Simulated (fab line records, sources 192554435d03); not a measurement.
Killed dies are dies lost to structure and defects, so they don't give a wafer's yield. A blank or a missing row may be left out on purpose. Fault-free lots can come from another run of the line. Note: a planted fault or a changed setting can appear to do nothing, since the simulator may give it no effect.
Matching of chambers / flow n5-finfet / ald-sin-04 running N5_GATE_CUT_SAC_CAP_01: 4 sister chambers
The step material SiNx, target thk 24 nm, pulse time 1 s, ald cycles 480. 16 wafers are shown with their chamber, then 8 later ones without.

WAFERS PAIRED WITH THEIR CHAMBERS
wafer=L075.1; chamber=1; heater-power-w (W)=843; precursor-pulse-height-rel=1.002
wafer=L075.2; chamber=0; heater-power-w (W)=873; precursor-pulse-height-rel=1.000
wafer=L075.6; chamber=2; heater-power-w (W)=811; precursor-pulse-height-rel=0.984
wafer=L077.1; chamber=0; heater-power-w (W)=865; precursor-pulse-height-rel=1.017
wafer=L077.4; chamber=1; heater-power-w (W)=871; precursor-pulse-height-rel=1.006
wafer=L077.5; chamber=0; heater-power-w (W)=865; precursor-pulse-height-rel=1.010
wafer=L078.1; chamber=0; heater-power-w (W)=860; precursor-pulse-height-rel=0.997
wafer=L078.3; chamber=1; heater-power-w (W)=863; precursor-pulse-height-rel=0.990
wafer=L078.5; chamber=3; heater-power-w (W)=930; precursor-pulse-height-rel=1.035
wafer=L084.1; chamber=0; heater-power-w (W)=872; precursor-pulse-height-rel=1.020
wafer=L084.5; chamber=0; heater-power-w (W)=870; precursor-pulse-height-rel=1.000
wafer=L084.6; chamber=3; heater-power-w (W)=963; precursor-pulse-height-rel=0.965
wafer=L088.2; chamber=0; heater-power-w (W)=913; precursor-pulse-height-rel=1.006
wafer=L088.3; chamber=1; heater-power-w (W)=834; precursor-pulse-height-rel=0.995
wafer=L088.5; chamber=2; heater-power-w (W)=800; precursor-pulse-height-rel=0.976
wafer=L089.1; chamber=3; heater-power-w (W)=914; precursor-pulse-height-rel=1.005

SIGNATURES, as means of the wafers listed above
reading=heater-power-w; chamber 0=874.00; chamber 1=852.75; chamber 2=805.50; chamber 3=935.67; scatter within a chamber=18.5
reading=precursor-pulse-height-rel; chamber 0=1.00714; chamber 1=0.99825; chamber 2=0.98000; chamber 3=1.00167; scatter within a chamber=0.0161
Rule: a wafer lies at a distance from a chamber equal to the root of the sum of squares, over the readings, of (its reading less the chamber's mean, divided by the reading's scatter). If the next closest chamber is less than 2 further off than the closest, the wafer can't be placed; otherwise it belongs to the closest. The scatter: take each reading less its chamber's mean, square it, sum over the shown wafers, divide by the number of wafers less the number of chambers, and take the root.

WAFERS MISSING THEIR CHAMBER
wafer=L089.3; heater-power-w (W)=815; precursor-pulse-height-rel=1.012
wafer=L089.4; heater-power-w (W)=894; precursor-pulse-height-rel=1.021
wafer=L093.2; heater-power-w (W)=932; precursor-pulse-height-rel=1.004
wafer=L093.3; heater-power-w (W)=865; precursor-pulse-height-rel=1.038
wafer=L093.5; heater-power-w (W)=896; precursor-pulse-height-rel=1.009
wafer=L097.1; heater-power-w (W)=890; precursor-pulse-height-rel=1.016
wafer=L097.3; heater-power-w (W)=864; precursor-pulse-height-rel=0.984
wafer=L097.5; heater-power-w (W)=906; precursor-pulse-height-rel=1.017

THE CHAMBER EACH PASSED THROUGH
wafer=L089.3; from the rows above=can't be placed: 2 or 1 or 0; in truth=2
wafer=L089.4; from the rows above=can't be placed: 0 or 3 or 1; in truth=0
wafer=L093.2; from the rows above=3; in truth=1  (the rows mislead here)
wafer=L093.3; from the rows above=can't be placed: 0 or 1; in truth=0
wafer=L093.5; from the rows above=can't be placed: 0 or 3 or 1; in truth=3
wafer=L097.1; from the rows above=can't be placed: 0 or 1 or 3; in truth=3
wafer=L097.3; from the rows above=can't be placed: 1 or 0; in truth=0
wafer=L097.5; from the rows above=can't be placed: 0 or 3 or 1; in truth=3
Correctly placed: 0 of 8. These rows do not allow placing 7 (true chamber among the candidates in 7). Wrongly placed: 1.
